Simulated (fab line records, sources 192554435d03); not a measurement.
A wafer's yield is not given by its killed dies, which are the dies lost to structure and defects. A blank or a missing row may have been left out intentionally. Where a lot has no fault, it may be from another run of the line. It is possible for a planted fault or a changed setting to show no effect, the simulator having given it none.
Chamber matching || flow n5 finfet || N5_SDB_CUT_ETCH_26 on rie si-05: 4 sister chambers
The step etches Si in HBr/Cl2/O2, target depth 129.6 nm, bt time 20 s, time 51.8 s. 16 wafers are shown with their chamber, then 8 later ones without.

WAFERS PAIRED WITH THEIR CHAMBERS
{"wafer": "L077.1", "chamber": 2, "throttle valve pct (%)": 37.50, "oes product au (a.u.)": 0.986}
{"wafer": "L077.2", "chamber": 1, "throttle valve pct (%)": 37.57, "oes product au (a.u.)": 1.007}
{"wafer": "L077.4", "chamber": 3, "throttle valve pct (%)": 37.15, "oes product au (a.u.)": 1.015}
{"wafer": "L088.1", "chamber": 0, "throttle valve pct (%)": 37.35, "oes product au (a.u.)": 1.010}
{"wafer": "L088.2", "chamber": 3, "throttle valve pct (%)": 37.15, "oes product au (a.u.)": 1.012}
{"wafer": "L088.3", "chamber": 1, "throttle valve pct (%)": 37.56, "oes product au (a.u.)": 0.999}
{"wafer": "L088.4", "chamber": 2, "throttle valve pct (%)": 37.51, "oes product au (a.u.)": 1.000}
{"wafer": "L088.5", "chamber": 0, "throttle valve pct (%)": 37.35, "oes product au (a.u.)": 1.012}
{"wafer": "L088.6", "chamber": 1, "throttle valve pct (%)": 37.58, "oes product au (a.u.)": 1.015}
{"wafer": "L090.1", "chamber": 1, "throttle valve pct (%)": 37.58, "oes product au (a.u.)": 1.007}
{"wafer": "L090.5", "chamber": 3, "throttle valve pct (%)": 37.13, "oes product au (a.u.)": 1.011}
{"wafer": "L090.6", "chamber": 2, "throttle valve pct (%)": 37.53, "oes product au (a.u.)": 0.993}
{"wafer": "L091.1", "chamber": 3, "throttle valve pct (%)": 37.13, "oes product au (a.u.)": 1.013}
{"wafer": "L091.2", "chamber": 0, "throttle valve pct (%)": 37.35, "oes product au (a.u.)": 1.014}
{"wafer": "L091.4", "chamber": 2, "throttle valve pct (%)": 37.50, "oes product au (a.u.)": 0.998}
{"wafer": "L076.2", "chamber": 1, "throttle valve pct (%)": 37.58, "oes product au (a.u.)": 1.013}

SIGNATURES (means of the wafers above)
{"reading": "throttle valve pct", "chamber 0": 37.3500, "chamber 1": 37.5740, "chamber 2": 37.5100, "chamber 3": 37.1400, "scatter within a chamber": 0.0105}
{"reading": "oes product au", "chamber 0": 1.01200, "chamber 1": 1.00820, "chamber 2": 0.99425, "chamber 3": 1.01275, "scatter within a chamber": 0.00492}
Rule: a wafer's distance from a chamber is the root of the sum, over the readings, of the square of ((its reading less the chamber's mean) divided by the reading's scatter). The wafer belongs to the nearest chamber; if the next one is less than 2 further off, it can't be placed. The scatter: the root of (the sum of the squares of (reading less its chamber's mean) over the shown wafers, divided by (wafers less chambers)).

WAFERS WITH NO CHAMBER GIVEN
{"wafer": "L076.3", "throttle valve pct (%)": 37.16, "oes product au (a.u.)": 1.015}
{"wafer": "L076.5", "throttle valve pct (%)": 37.51, "oes product au (a.u.)": 0.990}
{"wafer": "L097.1", "throttle valve pct (%)": 37.49, "oes product au (a.u.)": 0.996}
{"wafer": "L097.3", "throttle valve pct (%)": 37.57, "oes product au (a.u.)": 1.019}
{"wafer": "L097.6", "throttle valve pct (%)": 37.50, "oes product au (a.u.)": 1.004}
{"wafer": "L096.1", "throttle valve pct (%)": 37.49, "oes product au (a.u.)": 0.996}
{"wafer": "L096.3", "throttle valve pct (%)": 37.35, "oes product au (a.u.)": 1.010}
{"wafer": "L096.4", "throttle valve pct (%)": 37.58, "oes product au (a.u.)": 1.007}

WHICH CHAMBER EACH ONE RAN IN
{"wafer": "L076.3", "from the rows above": 3, "in truth": 3}
{"wafer": "L076.5", "from the rows above": 2, "in truth": 2}
{"wafer": "L097.1", "from the rows above": 2, "in truth": 2}
{"wafer": "L097.3", "from the rows above": 1, "in truth": 1}
{"wafer": "L097.6", "from the rows above": 2, "in truth": 2}
{"wafer": "L096.1", "from the rows above": 2, "in truth": 2}
{"wafer": "L096.3", "from the rows above": 0, "in truth": 0}
{"wafer": "L096.4", "from the rows above": 1, "in truth": 1}
Correct placement for 8 of the 8. Number that these rows cannot place: 0. Placed wrongly: 0.
